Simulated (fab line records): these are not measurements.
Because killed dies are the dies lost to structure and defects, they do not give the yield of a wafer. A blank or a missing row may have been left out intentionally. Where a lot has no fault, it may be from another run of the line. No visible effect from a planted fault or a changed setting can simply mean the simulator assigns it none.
fab line records ; flow nandHarc
record lots=6; wafers=18; lastDay=32
route steps=1302 shown A_BLC@1130 A_M0@1137 END@1302
lots that met no fault: from a run of the same line without faults
startH: start of the lot's first displayed wafer, in hours after the record's first day ; waitH: hours since the lot's step before ; " repeats the value in the row above ; L1.1+2: a single row standing in for several wafers ; - either no value or no given start ; * or withheld: withheld ; < > ~ a bound
route shown NAME@n: NAME is a module with steps in the file, n the number in the route of the first one ; usual: the fault-free wafers' mean and standard deviation ; same: alike in all rows ; chamber/n: place in a boat ; sites: readings site by site ; _std_site: the values' standard deviation ; _edge_site: mean of outer sites minus mean of inner sites ; radiusMm: how far each site lies from the wafer's centre ; mask NAME#n: copy n ; behind: the last tool/chamber to shape the wafer ; hold: what put the lot on hold/how long, in hours/how the hold closed ; device: which transistor (n, p or np) failed to switch ; end of line: tests run on the same wafers once the route is complete ; step lacking rows: just its recipe ; killed: dies lost to structure and defects at the first sort, not the wafer's yield ; map: a wafer's dies, x killed, . not, _ none there
set.NAME: the run value of the setting; set.NAME@STEP: its run value at that earlier step ; model.NAME: the simulator's own value behind a step, which no gauge read
lots at selected steps of the route; one table per step, one row per wafer
services: the hour from which a tool's chamber was out of use, counted from the record's first day as startH (under 0 if before that day), plus the number of hours and why
## steps
# step NHARC_A_BLC_PVD_32
# recipe targetThkA=50; chamberPressurePa=5; powerW=5000; substrateTempC=200; timeS=17.7; material=Ti
# usual throttleValvePct=29.8/1.1
# same timeS=17.7
lot.wafer;tool;chamber;startH;waitH;throttleValvePct
L671.4;pvdSputter-03;-;-;-;29.5
L671.2;pvdSputter-03;-;-;-;30.5
L671.6;pvdSputter-03;-;-;-;29.7
L680.2;pvdSputter-03;-;-;-;30.0
L680.4;pvdSputter-03;-;-;-;29.7
L680.5;pvdSputter-03;-;-;-;28.2
L681.1;pvdSputter-03;-;-;-;29.5
L681.3;pvdSputter-03;-;-;-;28.5
L681.5;pvdSputter-03;-;-;-;30.0
L685.4;pvdSputter-01;-;-;-;30.9
L685.1;pvdSputter-01;-;-;-;30.0
L685.5;pvdSputter-01;-;-;-;30.9
L690.4;pvdSputter-01;-;-;-;29.9
L690.5;pvdSputter-01;-;-;-;30.0
L690.6;pvdSputter-01;-;-;-;30.2
L689.2;pvdSputter-02;-;-;-;27.9
L689.1;pvdSputter-02;-;-;-;31.2
L689.3;pvdSputter-02;-;-;-;29.5
# step NHARC_A_BLC_ALD_23
# recipe targetThkA=30; pulseTimeS=1; aldCycles=150; tempC=450; material=TiN
# usual heaterPowerW=1091/70; precursorPulseHeightRel=0.999/0.021; susceptorTempC=450.01/0.23
lot.wafer;tool;chamber;startH;waitH;heaterPowerW;precursorPulseHeightRel;susceptorTempC
L671.4;aldMetal-03;2;554.06;-;1075;0.991;449.55
L671.2;aldMetal-03;1;554.06;-;1173;1.017;450.25
L671.6;aldMetal-03;3;554.06;-;1110;0.998;449.78
L680.4;aldMetal-02;0;641.79;-;1033;1.018;450.07
L680.2;aldMetal-02;1;641.79;-;1149;0.982;449.80
L680.5;aldMetal-02;3;641.79;-;1111;0.993;449.93
L681.1;aldMetal-01;1;643.78;-;960;0.987;449.91
L681.3;aldMetal-01;0;643.78;-;1102;0.972;450.06
L681.5;aldMetal-01;2;643.78;-;1140;0.965;449.88
L685.4;aldMetal-01;1;673.74;-;951;0.981;450.25
L685.1;aldMetal-01;2;673.74;-;1171;0.976;449.78
L685.5;aldMetal-01;1;673.74;-;958;0.973;449.71
L690.4;aldMetal-01;0;715.58;-;1070;0.985;450.15
L690.6;aldMetal-01;0;715.58;-;1042;1.001;450.04
L690.5;aldMetal-01;1;715.58;-;1016;0.998;450.67
L689.2;aldMetal-02;1;716.53;-;1169;0.977;450.35
L689.1;aldMetal-02;2;716.53;-;1080;0.997;450.18
L689.3;aldMetal-02;0;716.53;-;1022;0.951;449.84
# step NHARC_A_BLC_CVD_24
# recipe targetThkA=1500; tempC=300; pressureTorr=40; wf6FlowSccm=40; h2FlowSccm=1600; arFlowSccm=1560; timeS=434; material=W
# usual heaterPowerW=451/37; susceptorTempC=300.00/0.21; throttleValvePct=7.79/0.24
# same timeS=434
lot.wafer;tool;chamber;startH;waitH;heaterPowerW;susceptorTempC;throttleValvePct
L671.2;cvdW-02;0;-;-;523;300.22;7.95
L671.4;cvdW-02;1;-;-;459;299.72;7.50
L671.6;cvdW-02;1;-;-;450;300.12;7.71
L680.2;cvdW-01;0;-;-;438;-;7.68
L680.4;cvdW-01;0;-;-;429;-;8.06
L680.5;cvdW-01;1;-;-;413;-;8.09
L681.1;cvdW-01;0;-;-;428;300.13;7.76
L681.3;cvdW-01;0;-;-;429;300.15;7.69
L681.5;cvdW-01;0;-;-;422;300.28;8.02
L685.1;cvdW-01;0;-;-;429;300.17;7.96
L685.4;cvdW-01;0;-;-;432;300.30;7.97
L685.5;cvdW-01;1;-;-;414;299.90;7.89
L690.4;cvdW-02;1;-;-;458;299.81;7.43
L690.6;cvdW-02;1;-;-;456;300.01;7.83
L690.5;cvdW-02;0;-;-;515;300.11;7.75
L689.2;cvdW-01;0;-;-;437;300.10;7.99
L689.1;cvdW-01;1;-;-;422;299.71;7.94
L689.3;cvdW-01;0;-;-;435;300.21;7.84
# step NHARC_A_BLC_CMP_25
# recipe tOverpolishS=30; targetThkNm=150
# usual motorCurrentA=12.1/1.7; overpolishRunS=29.999/0.0089; timeToEndpointS=29.1/2.8
lot.wafer;tool;chamber;startH;waitH;motorCurrentA;overpolishRunS;timeToEndpointS
L671.2;cmp-04;2;554.88;0.5;14.8;30.008;25.3
L671.4;cmp-04;3;554.88;0.5;10.1;29.997;32.9
L671.6;cmp-04;3;554.88;0.5;10.2;29.990;30.2
L680.4;cmp-03;2;642.48;0.3;13.7;29.990;31.1
L680.2;cmp-03;1;642.48;0.3;11.0;30.013;32.9
L680.5;cmp-03;3;642.48;0.3;11.0;29.990;31.1
L681.3;cmp-04;2;644.51;0.2;14.9;29.992;26.3
L681.1;cmp-04;0;644.51;0.2;11.4;29.985;32.5
L681.5;cmp-04;2;644.51;0.2;14.6;30.012;26.9
L685.1;cmp-03;1;674.48;0.4;10.5;29.994;31.7
L685.4;cmp-03;2;674.48;0.4;13.0;29.986;31.4
L685.5;cmp-03;0;674.48;0.4;11.4;30.003;28.8
L690.4;cmp-03;3;716.31;0.3;11.5;29.997;34.8
L690.5;cmp-03;3;716.31;0.3;11.1;30.016;33.7
L690.6;cmp-03;0;716.31;0.3;12.0;29.996;29.0
L689.2;cmp-04;0;717.30;0.5;11.5;30.010;31.6
L689.1;cmp-04;1;717.30;0.5;11.6;29.997;24.1
L689.3;cmp-04;2;717.30;0.5;14.7;30.015;25.8
# step NHARC_A_BLC_SRD_27
# step NHARC_A_BLC_INSPECT_28
# usual rawDefectCount=538/110
lot.wafer;tool;chamber;startH;waitH;rawDefectCount
L671.2;defectInspect-01;-;555.28;0.1;706
L671.4;defectInspect-01;-;555.28;0.1;458
L671.6;defectInspect-01;-;555.28;0.1;516
L680.2;defectInspect-01;-;642.88;0.1;419
L680.4;defectInspect-01;-;642.88;0.1;455
L680.5;defectInspect-01;-;642.88;0.1;593
L681.1;defectInspect-01;-;644.91;0.1;632
L681.3;defectInspect-01;-;644.91;0.1;435
L681.5;defectInspect-01;-;644.91;0.1;521
L685.1;defectInspect-01;-;674.86;0.1;404
L685.4;defectInspect-01;-;674.86;0.1;599
L685.5;defectInspect-01;-;674.86;0.1;549
L690.4;defectInspect-02;-;716.72;0.1;552
L690.5;defectInspect-02;-;716.72;0.1;400
L690.6;defectInspect-02;-;716.72;0.1;589
L689.1;defectInspect-01;-;717.69;0.1;578
L689.2;defectInspect-01;-;717.69;0.1;495
L689.3;defectInspect-01;-;717.69;0.1;438
# step NHARC_A_M0_DEP_00
# recipe targetThkA=1500; targetThkNm=150; tempC=withheld; pressureTorr=5; flowSccm=200; rfW=600; material=SiOC
# step NHARC_A_M0_DEHYDRATE_01
# recipe tempC=150; timeS=120
# step NHARC_A_M0_HMDS_02
# recipe timeS=30
# step NHARC_A_M0_COAT_33
# recipe tempC=200; timeS=65
# step NHARC_A_M0_COAT_03
# recipe spinRpm=1500; resistThkNm=90
# step NHARC_A_M0_SOFTBAKE_04
# recipe tempC=105; timeS=55
# usual chillPlateTempC=23.01/0.11; heaterPowerTotalW=188.44/0.13
lot.wafer;tool;chamber;startH;waitH;chillPlateTempC;heaterPowerTotalW
L671.2;lithoTrack-01;0;555;-;22.85;188.36
L671.4;lithoTrack-01;0;555;-;23.01;188.54
L671.6;lithoTrack-01;0;555;-;23.05;188.42
L680.2;lithoTrack-06;0;643;-;23.02;322.95
L680.4;lithoTrack-06;0;643;-;23.04;323.14
L680.5;lithoTrack-06;0;643;-;23.02;323.09
L681.1;lithoTrack-06;0;645;-;22.98;322.95
L681.3;lithoTrack-06;0;645;-;23.09;322.91
L681.5;lithoTrack-06;0;645;-;23.07;323.40
L685.1;lithoTrack-01;0;675;-;22.93;188.53
L685.4;lithoTrack-01;0;675;-;22.82;188.55
L685.5;lithoTrack-01;0;675;-;22.88;188.34
L690.4;lithoTrack-01;0;717;-;23.10;188.36
L690.5;lithoTrack-01;0;717;-;23.23;188.43
L690.6;lithoTrack-01;0;717;-;23.15;188.41
L689.1;lithoTrack-06;0;718;-;22.95;188.32
L689.2;lithoTrack-06;0;718;-;22.98;188.39
L689.3;lithoTrack-06;0;718;-;22.93;188.56
# step NHARC_A_M0_EBR_05
# step NHARC_END_SORT_01
# recipe tempC=25
# usual defectLimitedYield=91.1/2.7; killedAtArray=55/19; killedAtOther=0.6/0.99; killedAtPeriphery=4.2/2.6; killedDies=60/18; killedOpen=3.4/1.7; killedShort=2.3/1.5
# same grossDies=677
lot.wafer;tool;chamber;startH;waitH;defectLimitedYield[%];killedAtArray;killedAtOther;killedAtPeriphery;killedDies;killedOpen;killedShort
L671.2;prober-02;0;604.34;2.8;88.5;74;1;3;78;4;1
L671.4;prober-02;0;605.97;3.5;89.4;66;0;6;72;3;2
L671.6;prober-02;0;607.61;4.1;87.6;81;1;2;84;3;4
L681.1;prober-01;0;682.37;2.5;93.1;37;0;10;47;4;5
L681.3;prober-01;0;683.97;3.1;94.2;33;1;5;39;2;3
L681.5;prober-01;0;685.57;3.7;93.5;40;0;4;44;4;1
L680.2;prober-02;0;683.16;2.8;95.3;24;3;5;32;6;1
L680.4;prober-02;0;684.77;3.4;95.0;28;3;3;34;4;3
L680.5;prober-02;0;685.58;3.7;93.9;32;2;7;41;5;4
L685.1;prober-01;0;715.14;2.5;91.4;53;2;3;58;2;2
L685.4;prober-01;0;717.54;3.4;90.1;64;2;1;67;3;1
L685.5;prober-01;0;718.34;3.7;88.5;75;1;2;78;6;3
L689.1;prober-01;0;761.58;2.5;89.2;67;0;6;73;4;4
L689.2;prober-01;0;762.38;2.8;90.4;62;1;2;65;3;0
L689.3;prober-01;0;763.18;3.1;91.1;54;0;6;60;2;1
L690.4;prober-02;0;767.40;3.4;92.6;49;0;1;50;4;3
L690.5;prober-02;0;768.20;3.7;93.4;41;1;3;45;5;1
L690.6;prober-02;0;769.00;4.0;91.7;53;0;3;56;6;0
# killed by level:class
L671.2 A_SLIT:chamberFilmFlake=28 A_CHANNEL_HOLE_D2:chamberFilmFlake=26 A_CHANNEL_HOLE_D1:chamberFilmFlake=5 A_STAIRCASE:chamberFilmFlake=4 A_SGD_CUT:chamberFilmFlake=2 A_CONTACT:chamberFilmFlake=2 P_CONTACT:geometricParticle:short=1 P_M1:geometricParticle:open=1
L671.4 A_SLIT:chamberFilmFlake=24 A_CHANNEL_HOLE_D2:chamberFilmFlake=23 A_CHANNEL_HOLE_D1:chamberFilmFlake=4 A_STAIRCASE:chamberFilmFlake=4 P_M2:chamberFilmFlake=3 A_CONTACT:chamberFilmFlake=3 A_M1:chamberFilmFlake=3 P_GATE:geometricParticle:open=1
L671.6 A_CHANNEL_HOLE_D2:chamberFilmFlake=32 A_SLIT:chamberFilmFlake=26 A_CHANNEL_HOLE_D1:chamberFilmFlake=5 A_SGD_CUT:chamberFilmFlake=5 A_STAIRCASE:chamberFilmFlake=4 A_CHANNEL_FILL_D1:geometricParticle:short=2 A_CHANNEL_FILL_D2:geometricParticle:open=2 A_M1:chamberFilmFlake=2
L681.1 A_CHANNEL_HOLE_D2:chamberFilmFlake=21 A_CHANNEL_HOLE_D1:chamberFilmFlake=6 P_M0:chamberFilmFlake=4 P_CONTACT:chamberFilmFlake=2 A_STAIRCASE:chamberFilmFlake=2 P_CONTACT:geometricParticle:short=1 P_M0:geometricParticle:open=1 P_M1:geometricParticle:short=1
L680.2 A_CHANNEL_HOLE_D1:chamberFilmFlake=5 A_STAIRCASE:chamberFilmFlake=5 A_CONTACT:chamberFilmFlake=3 THIN_TSV:chamberFilmFlake=3 P_M0:geometricParticle:open=2 P_M0:chamberFilmFlake=2 A_SLIT:chamberFilmFlake=2 A_CHANNEL_HOLE_D2:geometricParticle:open=1
L681.3 A_CHANNEL_HOLE_D2:chamberFilmFlake=17 A_CHANNEL_HOLE_D1:chamberFilmFlake=10 P_ZERO_WELL:chamberFilmFlake=2 P_GATE:geometricParticle:open=1 A_ONON_D1:geometricParticle:open=1 A_DECK1_JOINT:geometricParticle:short=1 A_WL_FILL:geometricParticle:short=1 STARTING-WAFER:geometricParticle:short=1
L680.4 A_CHANNEL_HOLE_D1:chamberFilmFlake=5 A_STAIRCASE:chamberFilmFlake=5 A_CONTACT:chamberFilmFlake=5 A_M0:geometricParticle:open=2 A_SLIT:chamberFilmFlake=2 A_WL_FILL:chamberFilmFlake=2 A_BONDPAD:chamberFilmFlake=2 THIN_TSV:chamberFilmFlake=2
L681.5 A_CHANNEL_HOLE_D2:chamberFilmFlake=21 A_SLIT:chamberFilmFlake=5 A_CHANNEL_HOLE_D1:chamberFilmFlake=4 P_CONTACT:chamberFilmFlake=2 A_WL_FILL:chamberFilmFlake=2 P_M0:geometricParticle:short=1 A_WL_FILL:geometricParticle:open=1 A_CONTACT:geometricParticle:open=1
L680.5 A_CHANNEL_HOLE_D1:chamberFilmFlake=10 A_STAIRCASE:chamberFilmFlake=4 A_WL_FILL:chamberFilmFlake=4 A_CHANNEL_FILL_D1:chamberFilmFlake=3 A_CONTACT:chamberFilmFlake=3 P_M0:chamberFilmFlake=2 A_SLIT:chamberFilmFlake=2 P_CONTACT:geometricParticle:open=1
L685.1 A_SLIT:chamberFilmFlake=24 A_CHANNEL_HOLE_D1:chamberFilmFlake=21 A_CONTACT:chamberFilmFlake=3 P_GATE:chamberFilmFlake=2 P_CONTACT:geometricParticle:short=1 A_DECK1_JOINT:geometricParticle:open=1 A_ONON_D2:geometricParticle:open=1 STARTING-WAFER:geometricParticle:short=1
L685.4 A_SLIT:chamberFilmFlake=31 A_CHANNEL_HOLE_D1:chamberFilmFlake=23 A_CONTACT:chamberFilmFlake=4 A_ONON_D1:geometricParticle:open=2 THIN_TSV:chamberFilmFlake=2 P_GATE:geometricParticle:open=1 A_WL_FILL:geometricParticle:short=1 A_DECK1_JOINT:chamberFilmFlake=1
L685.5 A_SLIT:chamberFilmFlake=36 A_CHANNEL_HOLE_D1:chamberFilmFlake=28 A_STAIRCASE:chamberFilmFlake=2 A_CONTACT:chamberFilmFlake=2 P_ZERO_WELL:geometricParticle:open=1 P_GATE:geometricParticle:short=1 A_ONON_D1:geometricParticle:short=1 A_DECK1_JOINT:geometricParticle:open=1
L689.1 A_CHANNEL_HOLE_D2:chamberFilmFlake=26 A_CHANNEL_HOLE_D1:chamberFilmFlake=10 A_SLIT:chamberFilmFlake=8 A_CONTACT:chamberFilmFlake=8 A_WL_FILL:chamberFilmFlake=5 P_M2:chamberFilmFlake=3 A_WL_FILL:geometricParticle:short=2 A_STAIRCASE:chamberFilmFlake=2
L689.2 A_CHANNEL_HOLE_D2:chamberFilmFlake=26 A_CHANNEL_HOLE_D1:chamberFilmFlake=17 A_WL_FILL:chamberFilmFlake=4 A_CONTACT:chamberFilmFlake=4 A_SLIT:chamberFilmFlake=3 A_DECK1_JOINT:chamberFilmFlake=3 P_M2:chamberFilmFlake=2 A_CHANNEL_FILL_D1:geometricParticle:open=1
L689.3 A_CHANNEL_HOLE_D2:chamberFilmFlake=19 A_CHANNEL_HOLE_D1:chamberFilmFlake=12 A_SLIT:chamberFilmFlake=10 P_M2:chamberFilmFlake=4 A_DECK1_JOINT:chamberFilmFlake=3 A_STAIRCASE:chamberFilmFlake=3 A_WL_FILL:chamberFilmFlake=2 A_CONTACT:chamberFilmFlake=2
L690.4 A_SLIT:chamberFilmFlake=30 A_CHANNEL_HOLE_D1:unspecified=5 A_STAIRCASE:chamberFilmFlake=3 A_CHANNEL_HOLE_D2:chamberFilmFlake=2 A_M1:chamberFilmFlake=2 P_M0:geometricParticle:short=1 A_CHANNEL_HOLE_D1:geometricParticle:open=1 A_CHANNEL_FILL_D2:geometricParticle:short=1
L690.5 A_SLIT:chamberFilmFlake=26 A_CHANNEL_HOLE_D1:chamberFilmFlake=3 P_ZERO_WELL:chamberFilmFlake=2 A_CHANNEL_HOLE_D1:unspecified=2 A_STAIRCASE:chamberFilmFlake=2 A_CONTACT:chamberFilmFlake=2 P_M0:geometricParticle:open=1 A_DECK1_JOINT:geometricParticle:open=1
L690.6 A_SLIT:chamberFilmFlake=36 A_STAIRCASE:chamberFilmFlake=5 A_CHANNEL_HOLE_D1:unspecified=3 A_CHANNEL_HOLE_D1:chamberFilmFlake=2 A_CONTACT:chamberFilmFlake=2 P_GATE:geometricParticle:open=1 P_CONTACT:geometricParticle:open=1 P_M0:geometricParticle:open=1
## services
tool;chamber;startH;hours;kind
pvdSputter-03;-;532.05;10.0;pm
aldMetal-01;0;536.53;6.3;repair
pvdSputter-01;-;537.01;4.0;repair
cmp-04;-;541.55;3.7;repair
cvdW-01;-;547.00;13.0;pm
cmp-03;-;554.08;4.0;pm
aldMetal-01;2;559.06;52.2;repair
cmp-04;-;561.49;0.8;repair
cmp-04;-;563.85;8.7;repair
aldMetal-03;-;568.00;10.0;pm
pvdSputter-01;-;583.23;10.0;pm
cmp-04;-;601.14;4.0;pm
aldMetal-02;-;610.00;10.0;pm
cvdW-02;-;631.55;13.0;pm
cmp-04;-;642.02;1.8;repair
cmp-04;-;647.95;1.9;repair
cmp-03;-;652.08;4.0;pm
aldMetal-02;1;660.19;5.8;repair
lithoTrack-01;-;680.00;7.0;pm
cmp-04;-;699.14;4.0;pm
aldMetal-01;-;704.00;10.0;pm
lithoTrack-06;-;704.00;7.0;pm
pvdSputter-01;-;705.94;2.8;repair
pvdSputter-03;-;710.05;10.0;pm
## key
firstSign step=NHARC_A_M0_SOFTBAKE_04; reading=heaterPowerTotalW; direction=up; sigmas=99+; usual=*; struck=*
effect none on later readings
metAt NHARC_A_M0_SOFTBAKE_04
struckWafers L680.2,L680.4,L680.5,L681.1,L681.3,L681.5
fault kind=processParameterDrift; tool=lithoTrack-06; chamber=-; onsetH=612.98; steps=NHARC_A_M0_SOFTBAKE_04; channel=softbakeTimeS; offset=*; shape=step; endH=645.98; actsIn=*; stated=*
